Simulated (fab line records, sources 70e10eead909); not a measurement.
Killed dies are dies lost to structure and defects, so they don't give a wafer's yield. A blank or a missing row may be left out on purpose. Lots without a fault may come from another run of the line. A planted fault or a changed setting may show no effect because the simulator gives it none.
One fault seen from 2 desks | flow nand_harc | each desk has only its own numbers; what lay behind them comes last

THE TOOL OWNER'S DESK: rie_metal-01
The tool's own readings at NHARC_A_WL_FILL_ETCHBACK_04 (etches the open film in NF3, target depth 60 nm, time 120 s): means of the sampled wafers that have a number, for each lot that ran on this tool. A lot is out of limits, marked OUT, if its mean lies more than 4 standard deviations from the usual mean; the brackets give that distance.
Columns: A = chamber_pressure_mTorr at NHARC_A_WL_FILL_ETCHBACK_04, usual 300.01 mTorr; B = drypump_motor_current_A at NHARC_A_WL_FILL_ETCHBACK_04, usual 5.8 A; C = he_backside_leak_sccm at NHARC_A_WL_FILL_ETCHBACK_04, usual 3.44 sccm; D = oes_product_au at NHARC_A_WL_FILL_ETCHBACK_04, usual 1.002 a.u.; E = run_length_s at NHARC_A_WL_FILL_ETCHBACK_04, usual 141.59 s
lot  | first seen here | A      | B   | C    | D     | E
L387 | day 21 06:29    | 300.05 | 5.7 | 3.46 | 0.996 | 141.60
L389 | day 22 06:05    | 299.83 | 5.7 | 3.35 | 1.003 | 141.44
L391 | day 23 09:29    | 299.99 | 6.1 | 3.44 | 1.002 | 141.58
L393 | day 24 02:13    | 299.82 | 6.5 | 3.18 | 1.006 | 155.45 (+48) OUT
L394 | day 24 22:02    | 299.90 | 5.7 | 3.51 | 0.996 | 146.14 (+16) OUT
L401 | day 27 02:55    | 300.16 | 5.7 | 3.39 | 1.004 | 141.69
L402 | day 27 16:41    | 299.98 | 6.1 | 3.44 | 1.001 | 141.41
L404 | day 28 03:54    | 299.85 | 6.1 | 3.36 | 1.005 | 141.69
L406 | day 29 00:45    | 300.02 | 6.5 | 3.36 | 1.009 | 141.62
L407 | day 30 15:30    | 299.82 | 5.7 | 3.57 | 0.997 | 141.37
This desk's finding: out of limits on L393, L394; first on L393, day 24 02:13 (run_length_s at NHARC_A_WL_FILL_ETCHBACK_04). In limits: L387, L389, L391, L401, L402, L404, L406, L407.

THE METROLOGY DESK
What the gauges read, lot by lot, whatever tool the lot ran on: means of the sampled wafers that have a number. A lot is out of limits, marked OUT, if its mean lies more than 4 standard deviations from the usual mean; the brackets give that distance.
Columns: A = overlay_x_nm at NHARC_A_SLIT_OVL_MEAS_10, usual 0.0 nm; B = overlay_y_nm at NHARC_A_SLIT_OVL_MEAS_10, usual 0.0 nm
lot  | first seen here | A    | B
L384 | day 19 12:38    | 0.9  | 0.9
L387 | day 20 15:52    | -0.7 | 1.3
L389 | day 21 15:38    | -0.8 | 0.4
L391 | day 22 18:50    | 1.1  | 0.6
L393 | day 23 06:08    | -0.2 | -0.6
L394 | day 24 07:38    | 1.6  | 0.2
L401 | day 26 12:14    | 0.7  | 0.2
L402 | day 27 01:53    | 0.5  | 0.6
L404 | day 27 13:25    | 0.5  | -0.7
L406 | day 28 09:01    | 1.1  | 0.7
L407 | day 29 20:10    | -0.3 | -0.0
This desk's finding: nothing out of limits on any of the 11 lots.

PUT TOGETHER
The tool owner's desk could have raised an alarm at day 24 02:13, on L393, L394.
The metrology desk saw nothing out of limits.
The metrology desk has L393, L394 on record, within its limits.
Of the lots named, all ran NHARC_A_WL_FILL_ETCHBACK_04 on rie_metal-01.

WHAT THE SIMULATOR HAD PUT IN
Process parameter drift: rie_metal-01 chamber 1, from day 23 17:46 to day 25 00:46, at NHARC_A_WL_FILL_ETCHBACK_04. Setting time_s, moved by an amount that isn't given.
Lots struck among those shown: L393, L394.
Hours from the fault's start to each desk's first reading out of limits: the tool owner's desk, 8.
